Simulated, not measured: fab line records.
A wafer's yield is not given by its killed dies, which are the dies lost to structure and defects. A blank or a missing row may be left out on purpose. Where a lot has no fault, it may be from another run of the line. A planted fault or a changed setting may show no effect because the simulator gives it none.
Split-lot trial	flow n5Finfet	on a route of 1938 steps: 7 lots, 39 wafers read

## ABOUT THE SPLIT
At N5_PMOS_HMC_CHANNEL_EPI_DESCUM_14 (chemistry O2, time 7.9 s), the setting timeS was moved away from the recipe's 7.9 s on 18 of the 39 wafers read, by -56.5% to +36.3%. For the rest of the wafers, this setting stayed at what the recipe calls for.

The split's own step is where the reading is taken.

## THE READING
CAR-ArF-block_of_PMOS_HMC_CHANNEL_EPI_COAT_03.thkNm (the simulator's own value, which no gauge read), in nm, at N5_PMOS_HMC_CHANNEL_EPI_DESCUM_14 (chemistry O2, time 7.9 s). The file does not state a usual value for it. Here, 21 wafers ran the recipe; their average is 198.5 nm with a standard deviation of 0.4 nm.

wafer	tool, chamber at the split	timeS as run, s	against the recipe	CAR-ArF-block_of_PMOS_HMC_CHANNEL_EPI_COAT_03.thkNm, nm	against lot-mates on the recipe
L075.1	rieDiel-06, 3,0	7.9	recipe	198.3	-
L075.5	rieDiel-06, 3,0	7.9	recipe	198.3	-
L075.2	rieDiel-06, 0	5.521	-30.1%	199.9	+1.4
L075.3	rieDiel-06, 1	5.521	-30.1%	200.5	+2.0
L075.4	rieDiel-06, 2	5.521	-30.1%	200.2	+1.7
L075.6	rieDiel-06, 1	7.9	recipe	198.8	-
L077.1	rieDiel-05, 3	7.9	recipe	198.6	-
L077.2	rieDiel-05, 0	7.9	recipe	199.4	-
L077.6	rieDiel-05, 1	7.9	recipe	198.8	-
L078.1	rieDiel-05, 0	10.3	+30.4%	197.1	-1.6
L078.2	rieDiel-05, 2,1	7.9	recipe	198.8	-
L078.4	rieDiel-05, 2,1	7.9	recipe	198.8	-
L078.3	rieDiel-05, 3	10.3	+30.4%	196.9	-1.8
L078.5	rieDiel-05, 0	7.9	recipe	198.4	-
L078.6	rieDiel-05, 1	10.3	+30.4%	196.7	-2.0
L082.1	rieDiel-02, 2	5.196	-34.2%	200.2	+2.1
L082.2	rieDiel-02, 1	5.196	-34.2%	199.6	+1.5
L082.3	rieDiel-02, 0	7.9	recipe	198.3	-
L082.4	rieDiel-02, 3	5.196	-34.2%	200.1	+2.0
L082.5	rieDiel-02, 0,1	7.9	recipe	198	-
L082.6	rieDiel-02, 0,1	7.9	recipe	198	-
L083.1	rieDiel-02, 0	7.9	recipe	198.4	-
L083.2	rieDiel-02, 1	7.9	recipe	198	-
L083.3	rieDiel-02, 3	7.9	recipe	198.8	-
L083.4	rieDiel-02, 3	3.434	-56.5%	201.6	+3.2
L083.5	rieDiel-02, 1	3.434	-56.5%	201.1	+2.7
L083.6	rieDiel-02, 0	3.434	-56.5%	201.3	+2.9
L087.1	rieDiel-02, 1	10.77	+36.3%	196.1	-2.0
L087.2	rieDiel-02, 2	10.77	+36.3%	196.2	-1.9
L087.3	rieDiel-02, 3	7.9	recipe	198.4	-
L087.4	rieDiel-02, 0	7.9	recipe	197.7	-
L087.5	rieDiel-02, 2	10.77	+36.3%	196.7	-1.4
L087.6	rieDiel-02, 3	7.9	recipe	198.1	-
L093.1	rieDiel-02, 1	7.9	recipe	198.8	-
L093.2	rieDiel-02, 2	4.744	-39.9%	200.1	+1.5
L093.3	rieDiel-02, 3	7.9	recipe	198.2	-
L093.4	rieDiel-02, 2	7.9	recipe	198.9	-
L093.5	rieDiel-02, 1	4.744	-39.9%	200.9	+2.3
L093.6	rieDiel-02, 3	4.744	-39.9%	200.6	+2.0
When a row names more than one chamber, that row covers several wafers, and the file does not tell which wafer ran in which chamber.

FIT RESULTS
A straight line over all 39 wafers: CAR-ArF-block_of_PMOS_HMC_CHANNEL_EPI_COAT_03.thkNm changes by -0.0523 nm for each +1% of timeS; r = -0.97; the points scatter about the line by 0.36 nm.
The same after taking each lot's own level away (the mean of its wafers on the recipe; 39 wafers): -0.052 nm for each +1%; r = -0.98; scatter 0.29 nm.
The reading moves by 2.9 nm for the largest change in timeS, on that fit.
The lots' own levels span 198.07 to 198.93 nm, that is 2.2 times the standard deviation above.
The two slopes are in agreement: the lot-to-lot level therefore moves the slope only a little.
Check: with one of the wafers moved furthest among these (-56.5%) left out of the fit, the line predicts +2.91 nm for it against its lot-mates. Against them it came out at +3.2 nm.

## FILE'S OWN FIT
CAR-ArF-block_of_PMOS_HMC_CHANNEL_EPI_COAT_03.thkNm changes by -0.0522 nm for each +1% of timeS, r = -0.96.
